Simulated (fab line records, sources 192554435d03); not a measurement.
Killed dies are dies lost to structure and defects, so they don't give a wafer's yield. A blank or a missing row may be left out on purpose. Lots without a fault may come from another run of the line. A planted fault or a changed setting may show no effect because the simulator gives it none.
Problem report in the 8D (eight disciplines) form, filled by code | flow n5_finfet | the parts of the form that need people (team, actions taken, sign-off) are left out

1. THE PROBLEM
run_length_s at N5_BEOL_M0_SAQP_PECVD_96 reads a mean of 99.2 s on 1 wafer of 1 lot; wafers without a fault read 81.4 s with a standard deviation of 0.54. That is +33 standard deviations from the usual mean.
The step: deposits a-Si from SiH4/He, target thk 45 nm, time 45.2 s.
First seen on wafer L810.4, day 8 14:28, on pecvd-03. The record holds 27 wafers of 9 lots with a number at this step. Rule for "out", or "out of limits": more than 4 standard deviations from the usual mean. The other wafers with a number count as sound.

2. WHAT IT IS AND WHAT IT IS NOT
question                    | is               | is not
which readings at this step | run_length_s     | heater_power_w, showerhead_plenum_p_Torr, susceptor_temp_C, throttle_valve_pct
which lots                  | L810             | L801, L815, L817, L818, L820, L821, L822, L823
which wafers of those lots  | L810.4           | L810.1, L810.2
read on which tools         | pecvd-03         | pecvd-02, pecvd-04
when                        | from day 8 14:28 | up to then (5 sound wafers); but 21 sound wafers of L815, L817, L818, L820, L821, L822, L823 came after

3. SUSPECTS, AND WHAT RULES EACH OUT
Counting: a tool at a process step up to the reading stays a suspect if it ran every lot that is out. Sound lots after the first of them don't rule it out here, since some wafers of a struck lot are sound.
- cvd_w-02 at N5_MOL_CONTACT_COAG_CVD_140 (deposits W, target thk 66.5 nm, time 215 s): kept. It ran the lot that is out, L810 (day 8 07:55).
- pecvd-03 at N5_BEOL_M0_SAQP_PECVD_96 (deposits a-Si from SiH4/He, target thk 45 nm, time 45.2 s): kept. It ran the lot that is out, L810 (day 8 14:28); its last sound lot up to then is L801 (day 6 01:37). Its own readings are out on those wafers: run_length_s.
- Within pecvd-03 at N5_BEOL_M0_SAQP_PECVD_96: the wafers that are out ran in chamber 1; their sound lot-mates ran in chambers 0, 2.
Left after counting: cvd_w-02 at N5_MOL_CONTACT_COAG_CVD_140, pecvd-03 at N5_BEOL_M0_SAQP_PECVD_96.

4. THE CAUSE (what the simulator had put in)
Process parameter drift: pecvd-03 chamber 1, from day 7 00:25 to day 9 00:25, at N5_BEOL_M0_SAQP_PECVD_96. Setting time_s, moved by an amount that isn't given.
Counting left 2 suspects, and this tool is among them.

5. THE CHAIN OF EFFECTS, in route order
Each row: a reading whose mean over the struck wafers that have a number lies more than 3 standard deviations from the usual. Only readings for which the record gives a usual standard deviation are gone through. hours: the time from each lot's start at the first step in this table that gives one to its start at this step, as a median over the lots. sigmas: the change in usual standard deviations.
hours | step                             | reading        | usual      | on struck wafers | change | sigmas
0     | N5_BEOL_M0_SAQP_PECVD_96         | run_length_s   | 81.4 s     | 99.2             | +17.8  | +33
8     | N5_BEOL_M0_SAQP_MANDREL_ETCH_103 | oes_product_au | 0.678 a.u. | 0.823            | +0.145 | +12
The process steps in it:
- N5_BEOL_M0_SAQP_PECVD_96: deposits a-Si from SiH4/He, target thk 45 nm, time 45.2 s.
- N5_BEOL_M0_SAQP_MANDREL_ETCH_103: etches a-Si in HBr/Cl2, stops on SiCN, target depth 45 nm, bt time 10 s, time 27 s.
Later measuring or inspecting steps at which every struck wafer that the step has a row for has a number for every such reading, and none has moved that far: N5_BEOL_M4_RC_MEAS_101.

6. WHAT WOULD HAVE CAUGHT IT SOONER
In this record the first reading out of limits was taken at day 8 14:28, 38 hours after the fault began at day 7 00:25.
